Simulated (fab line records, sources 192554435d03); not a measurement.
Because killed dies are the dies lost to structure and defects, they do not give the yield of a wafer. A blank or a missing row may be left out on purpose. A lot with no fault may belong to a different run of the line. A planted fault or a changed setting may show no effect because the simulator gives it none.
fab line records ; flow n5_finfet
record: lots: 5; wafers: 15; last_day: 16
route steps=1938 shown HKMG_FIN@462 GATE_CUT@465 PASSIVATION@1936
lots that met no fault: taken from a fault-free run of the same line
start_h: hours from the record's first day to the start of the lot's first wafer shown ; wait_h: how many hours have passed since the lot's step before this one ; " as in the row above ; L1.1+2: several wafers, shown together as one row ; - no value, or no start was given ; * or withheld: withheld ; < > ~ a bound
route shown NAME@n: a module of which the file shows steps, and the number in the route of the first ; usual: average and standard deviation across the fault-free wafers ; same: alike in all rows ; chamber/n: place in a boat ; sites: each site's reading ; _std_site: the standard deviation of these ; _edge_site: outer sites' mean less inner sites' ; radius_mm: for every site, how far away it sits from the centre of the wafer ; mask NAME#n: copy n ; behind: the most recent tool/chamber to have shaped the wafer ; hold: cause of the lot's hold/its duration in hours/its outcome ; device: which transistor (n, p or np) failed to switch ; end of line: tests run on the same wafers once the route is complete ; for a step that has no rows: nothing shown but its recipe ; killed: at the first sort, the dies lost to defects and structure; wafer yield is something else ; map: dies across one wafer; x = killed, . = not, _ = none there
set.NAME: the setting as run; set.NAME@STEP: as run at that earlier step ; model.NAME: the simulator's own value behind a step, which no gauge read
lots seen at some steps along the route; tables by step, rows by wafer
services: from which hour (start_h, from the record's first day; less than 0 if before it) a tool's chamber was out of use, for how many hours, and why
== steps ==
step: N5_HKMG_FIN_CMP_94
recipe: stop_on: SiNx; post_cmp_clean: w_dilute_nh4oh; t_overpolish_s: 4.7; down_force_psi: 4; platen_rpm: 50.289; pad_velocity_m_s: 1.0006; target_thk_nm: 43.299
step: N5_GATE_CUT_ETCHBACK_00
recipe: chemistry: SF6/Cl2; target: W; pressure_mtorr: 8; icp_w: 900; bias_w: 80; SF6_flow_sccm: 40; Cl2_flow_sccm: 60
step: N5_GATE_CUT_ETCH_56
recipe: chemistry: Cl2/Ar; target: TiN; target_depth_a: 216; pressure_mtorr: 10; icp_w: 600; bias_w: 60; Cl2_flow_sccm: 40; Ar_flow_sccm: 60
step: N5_GATE_CUT_ETCHBACK_30
recipe: chemistry: Cl2/Ar; target: TiN; target_depth_a: 30; mode: isotropic; pressure_mtorr: 10; icp_w: 600; bias_w: 60; Cl2_flow_sccm: 40; Ar_flow_sccm: 60
step: N5_GATE_CUT_VAPOR_ETCH_60
recipe: chemistry: BCl3/Cl2; target: HfO2; mode: isotropic
step: N5_GATE_CUT_ETCH_58
recipe: chemistry: CH3F/O2; target: SiNx; target_depth_a: 170; time_s: 128.6; ion_energy_ev: 50; pressure_mtorr: 30; source_w: 415; bias_w: 21; Ar_flow_sccm: 150; CH3F_flow_sccm: 30; O2_flow_sccm: 20
step: N5_GATE_CUT_STRIP_59
recipe: chemistry: N2/H2; time_s: 20; power_w: 100; temp_c: 40; pressure_mtorr: 100; rf_frequency_hz: 6e+07; bias_power_w: 3; n2_flow_sccm: 300; h2_flow_sccm: 300
step: N5_GATE_CUT_PRECLEAN_31
recipe: temp_c: 23; chemistry: DIW; time_s: 300
step: N5_GATE_CUT_SRD_32
recipe: time_s: 30; temp_c: 23; rinse_liquid: diw; dry: ipa_marangoni
step: N5_GATE_CUT_SAC_CAP_01
recipe: material: SiNx; target_thk_a: 240; temp_c: 400; ald_precursor_family: SiH2I2; ald_co_reactant: N2/H2-plasma; pulse_time_s: 1; ald_cycles: 480; purge_time_s: 2; co_reactant_purge_time_s: 2; pressure_torr: 2
step: N5_GATE_CUT_PECVD_57
recipe: material: SiNx; target_thk_a: 210; temp_c: 400; precursor: SiH4/NH3/N2; pressure_torr: 1.5; rf_w: 300
usual: heater_power_w: 754/91; showerhead_plenum_p_Torr: 5.14/0.047; showerhead_vpp_V: 1052/53; throttle_valve_pct: 40.0/3
lot.wafer;tool;chamber;start_h;wait_h;heater_power_w;showerhead_plenum_p_Torr;showerhead_vpp_V;throttle_valve_pct
L533.2;pecvd-04;1;93.82;1.1;737;5.16;1002;36.7
L533.3;pecvd-04;2;93.82;1.1;865;5.11;1030;37.0
L533.6;pecvd-04;1;93.82;1.1;715;5.18;969;36.7
L539.1;pecvd-02;2;134.54;1.1;568;5.20;1149;39.7
L539.2;pecvd-02;1;134.54;1.1;724;5.11;1140;39.5
L539.5;pecvd-02;2;134.54;1.1;576;5.19;1140;39.6
L546.2;pecvd-04;1;175.43;1.1;644;5.15;990;37.0
L546.3;pecvd-04;0;175.43;1.1;789;5.07;1060;45.9
L546.4;pecvd-04;2;175.43;1.1;810;5.11;1029;37.3
L547.1;pecvd-04;0;180.19;1.1;717;5.08;1042;45.7
L547.2;pecvd-04;2;180.19;1.1;779;5.12;1009;37.3
L547.5;pecvd-04;1;180.19;1.1;757;5.17;995;37.2
L548.2;pecvd-04;0;186.14;1.1;711;5.07;1045;46.1
L548.3;pecvd-04;2;186.14;1.1;848;5.10;1012;37.3
L548.4;pecvd-04;0;186.14;1.1;743;5.08;1066;45.8
step: N5_GATE_CUT_CMP_02
recipe: stop_on: SiO2; t_overpolish_s: 12.7; post_cmp_clean: alkaline_brush; down_force_psi: 2.5; platen_rpm: 51.8; pad_velocity_m_s: 1.0307; target_thk_nm: 0
step: N5_GATE_CUT_HM_DEP_46
recipe: material: SiO2; target_thk_a: 1300; temp_c: 400; precursor: TEOS/O2; pressure_torr: 6.5; rf_w: 900; teos_flow_sccm: 161.4; gas: O2; flow_sccm: 2650; time_s: 26.6
step: N5_GATE_CUT_COAT_34
recipe: resist: SOC; temp_c: 250; time_s: 60; spin_rpm: 1500; resist_thk_nm: 60
step: N5_GATE_CUT_COAT_35
recipe: resist: SiARC; temp_c: 220; time_s: 60; spin_rpm: 1500; resist_thk_nm: 10
step: N5_GATE_CUT_COAT_27
recipe: resist: underlayer; temp_c: 205; time_s: 60; spin_rpm: 1500; resist_thk_nm: 10
step: N5_GATE_CUT_COAT_07
recipe: resist: CAR-EUV; spin_rpm: 1500; resist_thk_nm: 30
step: N5_GATE_CUT_EBR_09
recipe: solvent: PGMEA; ebr_width_mm: 1.5
step: N5_GATE_CUT_SOFTBAKE_08
recipe: temp_c: 110; time_s: 60; resist: CAR-EUV
step: N5_GATE_CUT_EXPOSE_10
recipe: mask_id: GATE_CUT; na: 0.33; source_shape: annular; sigma_inner: 0.35; sigma_outer: 0.8; polarization: unpolarized; target_cd_nm: 20; dose_mj: 43.25
step: N5_GATE_CUT_PEB_11
recipe: peb_temp_c: 100; peb_time_s: 60; resist: CAR-EUV
step: N5_GATE_CUT_DEVELOP_12
recipe: develop_time_s: 30; developer: TMAH; resist: CAR-EUV; rinse_liquid: surfactant_rinse; dry: air_spin; dev_temp_c: 23
step: N5_GATE_CUT_DESCUM_18
recipe: chemistry: O2; time_s: 7; source_power_w: 50; bias_power_w: 20; pressure_mtorr: 20; rf_frequency_hz: 2.712e+07; temp_c: 40; resist: CAR-EUV; o2_flow_sccm: 225
step: N5_GATE_CUT_ETCH_28
recipe: chemistry: N2/H2; target: underlayer; target_depth_a: 130; mask_material: CAR-EUV; time_s: 10.4; ion_energy_ev: 200; pressure_mtorr: 30; source_w: 840; bias_w: 150; n2_flow_sccm: 200; h2_flow_sccm: 200; ends: cleared
step: N5_GATE_CUT_ETCH_36
recipe: chemistry: CF4; target: SiARC; target_depth_a: 130; mask_material: CAR-EUV; time_s: 21.7; ion_energy_ev: 80; pressure_mtorr: 40; source_w: 545; bias_w: 36; Ar_flow_sccm: 100; cf4_flow_sccm: 100; ends: cleared
step: N5_GATE_CUT_ETCH_37
recipe: chemistry: N2/H2; target: SOC; target_depth_a: 600; overetch_a: 120; mask_material: SiARC; temp_c: 40; time_s: 90; ion_energy_ev: 200; pressure_mtorr: 30; source_w: 840; bias_w: 150; n2_flow_sccm: 200; h2_flow_sccm: 200
step: N5_GATE_CUT_STRIP_38
recipe: chemistry: N2/H2; temp_c: 40; n2_flow_sccm: 200; h2_flow_sccm: 200; rf_frequency_hz: 6e+07
step: N5_GATE_CUT_STRIP_39
recipe: chemistry: N2/H2; temp_c: 40; n2_flow_sccm: 200; h2_flow_sccm: 200; rf_frequency_hz: 6e+07
step: N5_GATE_CUT_HM_OPEN_40
recipe: chemistry: C4F6/O2; target: SiO2; mask_material: SiARC; target_depth_a: 1390; time_s: 85.1; ion_energy_ev: 250; pressure_mtorr: 30; source_w: 345; bias_w: 185; Ar_flow_sccm: 300; C4F6_flow_sccm: 10; O2_flow_sccm: 10; ends: cleared
step: N5_GATE_CUT_STRIP_41
recipe: chemistry: CF4; resist: SiARC; power_w: 300; bias_power_w: 75; pressure_mtorr: 50; cf4_flow_sccm: 150; rf_frequency_hz: 6e+07
step: N5_GATE_CUT_STRIP_42
recipe: chemistry: O2; power_w: 400; temp_c: 40; pressure_mtorr: 30; rf_frequency_hz: 6e+07; bias_power_w: 0; overash_fraction: 0.3; o2_flow_sccm: 225
step: N5_GATE_CUT_ETCH_19
recipe: chemistry: CH3F/O2; target: SiNx; mask_material: SiO2; target_depth_a: 537; time_s: 76.7; pressure_mtorr: 30; source_w: 395; bias_w: 73; Ar_flow_sccm: 150; CH3F_flow_sccm: 30; O2_flow_sccm: 20; ion_energy_ev: 120; ends: cleared
step: N5_GATE_CUT_CUT_ETCH_53
recipe: chemistry: SF6/Cl2; target: W; mask_material: SiO2; target_depth_a: 792; pressure_mtorr: 8; icp_w: 900; bias_w: 80; SF6_flow_sccm: 40; Cl2_flow_sccm: 60; ends: cleared
step: N5_GATE_CUT_CUT_ETCH_54
recipe: chemistry: Cl2/BCl3; target: TiN; mask_material: SiO2; target_depth_a: 967; pressure_mtorr: 10; icp_w: 1000; bias_w: 126; Cl2_flow_sccm: 53.25; bcl3_flow_sccm: 21.75; Ar_flow_sccm: 25; ends: cleared
step: N5_GATE_CUT_CUT_ETCH_55
recipe: chemistry: BCl3; target: HfO2; mask_material: SiO2; target_depth_a: 32; ion_energy_ev: 30; pressure_mtorr: 5; icp_w: 450; bias_w: 18; bcl3_flow_sccm: 80
step: N5_GATE_CUT_ETCH_47
recipe: chemistry: Cl2/BCl3; target: SiO2; target_depth_a: 100; pressure_mtorr: 10; icp_w: 1000; bias_w: 126; Cl2_flow_sccm: 53.25; bcl3_flow_sccm: 21.75; Ar_flow_sccm: 25
step: N5_PASSIVATION_PROBE_49
usual: defect_limited_yield: 91.1/1.5; killed_at_M0_to_M3: 37/11; killed_at_M4_up: 13/5.6; killed_at_contacts: 12/5.6; killed_at_front_end: 39/11; killed_at_other: 4/3.1; killed_dies: 105/18; killed_open: 69/13; killed_short: 35/7.4; sort_bin_5_function: 5.1/0.92; sort_bin_6_memory: 3.4/0.76; sort_n_pass: 1075/18; sort_yield_pct: 91.1/1.5
same: gross_dies: 1180; killed_at_back_side: 0; sort_bin_4_leakage[%]: 0; sort_bin_8_speed[%]: 0
lot.wafer;tool;chamber;start_h;wait_h;defect_limited_yield[%];killed_at_M0_to_M3;killed_at_M4_up;killed_at_contacts;killed_at_front_end;killed_at_other;killed_dies;killed_open;killed_short;sort_bin_5_function[%];sort_bin_6_memory[%];sort_n_pass;sort_yield_pct[%]
L546.2;prober-01;-;377.96;0.1;87.2;36;17;15;82;1;151;81;33;7.1;5.1;1029;87.2
L546.3;prober-01;-;378.01;0.1;81.4;49;18;17;134;1;219;76;42;12.7;4.6;961;81.4
L546.4;prober-01;-;378.06;0.2;86.8;24;15;12;104;1;156;64;32;7.2;4.7;1024;86.8
L547.1;prober-02;-;390.19;0.0;83.8;28;5;12;143;3;191;53;25;10.2;4.2;989;83.8
L547.2;prober-02;-;390.24;0.1;87.5;35;23;6;82;2;148;58;28;7.8;3.3;1032;87.5
L547.5;prober-02;-;390.39;0.2;88.5;39;7;14;75;1;136;66;35;7.0;3.2;1044;88.5
L548.2;prober-02;-;395.22;0.1;84.4;23;10;6;140;5;184;51;27;10.6;3.6;996;84.4
L548.3;prober-02;-;395.27;0.1;88.5;16;9;12;95;4;136;46;25;7.7;2.5;1044;88.5
L548.4;prober-02;-;395.32;0.2;83.6;17;8;17;150;2;194;66;33;10.8;4.6;986;83.6
killed by level:class
L546.2 GATE_CUT:unspecified=37 BEOL_M0_SAQP:geometric_particle:open=12 FIN_SAQP:geometric_particle:short=11 FIN_SAQP:geometric_particle:open=10 MOL_CONTACT_COAG:geometric_particle:open=10 BEOL_M3:geometric_particle:open=9 DUMMY_GATE:geometric_particle:open=8 BEOL_M1:geometric_particle:open=7
L546.3 GATE_CUT:unspecified=101 MOL_CONTACT_COAG:geometric_particle:open=14 BEOL_M0_SAQP:geometric_particle:open=13 FIN_SAQP:geometric_particle:short=11 BEOL_M0_SAQP:geometric_particle:short=10 BEOL_M4:geometric_particle:open=10 BEOL_M2:geometric_particle:open=9 BEOL_M3:geometric_particle:open=8
L546.4 GATE_CUT:unspecified=60 STI_FIN_REVEAL:geometric_particle:open=14 FIN_SAQP:geometric_particle:short=13 MOL_CONTACT_COAG:geometric_particle:open=10 BEOL_M1:geometric_particle:open=9 BEOL_M0_SAQP:geometric_particle:open=5 BEOL_M0_SAQP:geometric_particle:short=4 BEOL_M2:geometric_particle:open=3
L547.1 GATE_CUT:unspecified=105 STI_FIN_REVEAL:geometric_particle:open=8 MOL_CONTACT_COAG:geometric_particle:open=8 HKMG_FIN:area_etch=8 FIN_SAQP:geometric_particle:open=7 FIN_SAQP:geometric_particle:short=5 BEOL_M0_SAQP:geometric_particle:open=5 BEOL_M0_SAQP:geometric_particle:short=5
L547.2 GATE_CUT:unspecified=59 BEOL_M0_SAQP:geometric_particle:short=9 BEOL_M4:geometric_particle:open=8 BEOL_M0_SAQP:geometric_particle:open=6 BEOL_M3:geometric_particle:open=6 BEOL_M5:geometric_particle:open=6 MOL_CONTACT_COAG:geometric_particle:open=5 STARTING-WAFER:geometric_particle:open=5
L547.5 GATE_CUT:unspecified=32 BEOL_M2:geometric_particle:open=12 MOL_CONTACT_COAG:geometric_particle:open=10 STI_FIN_REVEAL:geometric_particle:open=8 BEOL_M3:geometric_particle:open=8 FIN_SAQP:geometric_particle:open=6 FIN_SAQP:geometric_particle:short=6 BEOL_M0_SAQP:geometric_particle:short=5
L548.2 GATE_CUT:unspecified=104 STI_FIN_REVEAL:geometric_particle:open=9 FIN_SAQP:geometric_particle:open=7 FIN_SAQP:geometric_particle:short=7 BEOL_M3:geometric_particle:open=5 GATE_CUT:geometric_particle:short=4 MOL_CONTACT_COAG:geometric_particle:open=4 BEOL_M0_SAQP:geometric_particle:short=4
L548.3 GATE_CUT:unspecified=64 MOL_CONTACT_COAG:geometric_particle:open=11 FIN_SAQP:geometric_particle:short=6 GATE_CUT:geometric_particle:short=6 FIN_SAQP:geometric_particle:open=5 DUMMY_GATE:geometric_particle:open=5 BEOL_M0_SAQP:geometric_particle:open=4 BEOL_M0:geometric_particle:open=4
L548.4 GATE_CUT:unspecified=95 MOL_CONTACT_COAG:geometric_particle:open=16 FIN_SAQP:geometric_particle:short=14 DUMMY_GATE:geometric_particle:open=13 FIN_SAQP:geometric_particle:open=7 BEOL_M0_SAQP:geometric_particle:short=7 STI_FIN_REVEAL:geometric_particle:open=5 GATE_CUT:geometric_particle:open=5
map L546.3 (x killed, . not)
_________________x.x......x..________________
______________.................._____________
___________...xx......x............__________
__________..x.x..........x....xx.x.._________
________.x....x....................x.._______
_______.......x...x..x.....x...........______
______..................x............x.x_____
_____....x................x............x.____
____.x..............x..x.....x.....x......___
___..x.x..xx.............x.................__
___....x............x....x.x......x...x....__
__x.......x...x....x.x....x....x............_
__................................x........._
_x..............xx..........................x
_.x...xx....x..x...x..........x.........x....
_.....x...........................x....x.....
_......................x................xx...
_..............x...........xx................
_.....................x..........x..x........
_.....x...xx...xx...x....x....x..............
_............xxxx.xx.xx......x.............x.
__......x..x..xxxxxxxxxxxx..x.....x........._
__...x.......xxxxxxxxxx.xx...x...x........x._
___........x...xxxxxxxx.x................x.__
___..........xxxxxxxxxxxx...x.....x......x.__
____.....x...xxxxxxxxxxxxxx...............___
_____.x....x..xxxxxxxxxx..x..............____
______......xxxxxxxxxxxx........x......._____
_______......x.xxx.xxxx................______
________....x.x..xxxx.x..x.........x.._______
__________...x......x...x.....x...xx_________
___________..............x.x.......__________
______________.......x....x....._____________
_________________...x......x.________________
map L547.1 (x killed, . not)
_________________...x........________________
______________.................._____________
___________.......x.x......x.......__________
__________..x..........xx........x.._________
________...x.......x..........x.x...x._______
_______......x............x..x.x.......______
______..........x...x...x..xx.x........._____
_____.......x........x..........x........____
____.......x.......x...........x..........___
___............x..........x.......x........__
___...........x.............x.......x......__
__........x..............x.................._
__x.........x......x......x................._
_......x.....................................
_.......x...........x........................
_..............x.........................x...
_.....xx.......x.....x.......................
_...xx...x.............x.............x.......
_........x.....x.x.x....x....................
_...........x...x..x.x.......................
_...x..........xxxxx...x............x........
__x..........x.xxxxxxxxxxx...x....x.....x..._
__..........xxx.xxxxxxx.x..x..x............._
___.......x...xxxxxxxxxxxx....x.........x..__
___......x..xxxxxxxxxxxxx..................__
____...x....xxxxxxxxxxxxx..............x..___
_____.........xxx.xxxxxxx................____
______......xxxxxxxxxxxx..x........x...._____
_______.......xx..xxxx.x.......x...x...______
________......xx...............x......_______
__________......x....x.....x......xx_________
___________...........x..........x.__________
______________................x._____________
_________________xx..........________________
== services ==
tool;chamber;start_h;hours;kind
pecvd-04;-;85.19;0.5;repair
pecvd-02;-;128.27;6.0;pm
pecvd-02;-;183.88;14.6;pm
== key ==
first_sign: step: N5_PASSIVATION_PROBE_49; reading: killed_at_front_end; direction: up; sigmas: 6.6; usual: 39; struck: 112
effect: step: N5_PASSIVATION_PROBE_49; reading: defect_limited_yield; direction: down; sigmas: 3.6; usual: 91.1; struck: 85.7; wafers_moved: 8
more_kills_born_at: N5_GATE_CUT_PECVD_57@pecvd-04: 657
met_at N5_GATE_CUT_PECVD_57
struck_wafers L546.2,L546.3,L546.4,L547.1,L547.2,L547.5,L548.2,L548.3,L548.4
onset_between 93.82 175.43
also_fits time
fault: kind: chamber_particle_source; tool: pecvd-04; chamber: -; onset_h: 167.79; steps: N5_GATE_CUT_PECVD_57; rate_per_visit_cm2: 0.47814; end_h: 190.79
